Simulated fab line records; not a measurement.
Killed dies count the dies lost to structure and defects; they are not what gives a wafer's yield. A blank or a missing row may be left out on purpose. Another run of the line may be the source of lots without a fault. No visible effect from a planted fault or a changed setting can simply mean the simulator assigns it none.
Matching of chambers / flow nand_harc / 4 sister chambers for NHARC_A_BONDPAD_DESCUM_11 on rie_diel-09
The step chemistry O2, time 3 s. 4 wafers are shown with their chamber, then 8 later ones without.

## WAFERS WITH THEIR CHAMBER
wafer=L622.5; chamber=2; drypump_motor_current_A (A)=5.1
wafer=L625.2; chamber=1; drypump_motor_current_A (A)=6.2
wafer=L625.6; chamber=0; drypump_motor_current_A (A)=6.1
wafer=L626.1; chamber=3; drypump_motor_current_A (A)=6.1

## WAFERS WHOSE CHAMBER IS MISSING
wafer=L626.3; drypump_motor_current_A (A)=6.3
wafer=L626.6; drypump_motor_current_A (A)=6.1
wafer=L629.2; drypump_motor_current_A (A)=6.3
wafer=L629.4; drypump_motor_current_A (A)=6.1
wafer=L629.5; drypump_motor_current_A (A)=6.1
wafer=L633.1; drypump_motor_current_A (A)=6.2
wafer=L633.2; drypump_motor_current_A (A)=6.1
wafer=L633.5; drypump_motor_current_A (A)=6.1

## WHICH CHAMBER EACH WENT THROUGH
wafer=L626.3; from the rows above=1; in truth=1
wafer=L626.6; from the rows above=can't be placed: 0 or 3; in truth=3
wafer=L629.2; from the rows above=1; in truth=1
wafer=L629.4; from the rows above=can't be placed: 0 or 3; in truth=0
wafer=L629.5; from the rows above=can't be placed: 0 or 3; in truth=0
wafer=L633.1; from the rows above=1; in truth=1
wafer=L633.2; from the rows above=can't be placed: 0 or 3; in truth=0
wafer=L633.5; from the rows above=can't be placed: 0 or 3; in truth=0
Correctly placed: 3 of 8. Can't be placed from these rows: 5 (the true chamber is among the candidates in 5). Number placed wrongly: 0.
How it was worked out, from the rows above alone: a wafer's distance from a chamber is the root of the sum, over the readings, of the square of ((its reading less the chamber's mean) divided by the reading's scatter). The wafer belongs to the nearest chamber; if the next one is less than 2 further off, it can't be placed. Each chamber's mean is taken over the wafers shown for it. The scatter: with one shown wafer a chamber, the root of the mean of the squares of how far each hidden wafer lies from its nearest shown one.
